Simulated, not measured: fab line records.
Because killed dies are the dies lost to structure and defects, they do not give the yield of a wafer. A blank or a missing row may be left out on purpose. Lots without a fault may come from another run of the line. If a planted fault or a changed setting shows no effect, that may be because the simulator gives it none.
Chamber matching | flow n5 finfet | 4 sister chambers for N5_BEOL_M14_ETCH_59 on rie diel-04
The step etches BARC in N2/H2, target depth 89 nm, overetch 26.7 nm, time 67.9 s. 8 wafers are shown with their chamber, then 9 later ones without.

WAFERS WITH THEIR CHAMBER
wafer  | chamber | drypump motor current A (A) | showerhead plenum p Torr (Torr)
L082.5 | 2       | 6.0                         | 2.54
L084.6 | 1       | 5.5                         | 2.55
L088.1 | 0       | 5.3                         | 2.50
L088.2 | 1       | 5.6                         | 2.54
L088.5 | 3       | 5.6                         | 2.57
L093.3 | 0       | 5.3                         | 2.50
L093.5 | 3       | 5.6                         | 2.57
L093.6 | 2       | 6.0                         | 2.53

WAFERS WHOSE CHAMBER IS MISSING
wafer  | drypump motor current A (A) | showerhead plenum p Torr (Torr)
L094.2 | 6.0                         | 2.53
L094.3 | 5.6                         | 2.57
L094.5 | 5.6                         | 2.57
L097.3 | 5.3                         | 2.50
L097.5 | 6.0                         | 2.53
L097.6 | 5.6                         | 2.56
L096.2 | 5.6                         | 2.56
L096.4 | 5.3                         | 2.50
L096.5 | 6.0                         | 2.53

WHICH CHAMBER EACH ONE RAN IN
wafer  | from the rows above     | in truth
L094.2 | 2                       | 2
L094.3 | 3                       | 3
L094.5 | 3                       | 3
L097.3 | 0                       | 0
L097.5 | 2                       | 2
L097.6 | can't be placed: 3 or 1 | 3
L096.2 | can't be placed: 3 or 1 | 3
L096.4 | 0                       | 0
L096.5 | 2                       | 2
Placed correctly: 7 of 9. Unplaceable from these rows: 2, with the true chamber sitting among the candidates in 2. Number placed wrongly: 0.
How it was worked out, from the rows above alone: a wafer's distance from a chamber is the root of the sum, over the readings, of the square of ((its reading less the chamber's mean) divided by the reading's scatter). If the next closest chamber is less than 2 further off than the closest, the wafer can't be placed; otherwise it belongs to the closest. Each chamber's mean is taken over the wafers shown for it. The scatter is the square root of a quotient: the sum, over the shown wafers, of each reading's squared deviation from its chamber's mean, divided by wafers minus chambers.
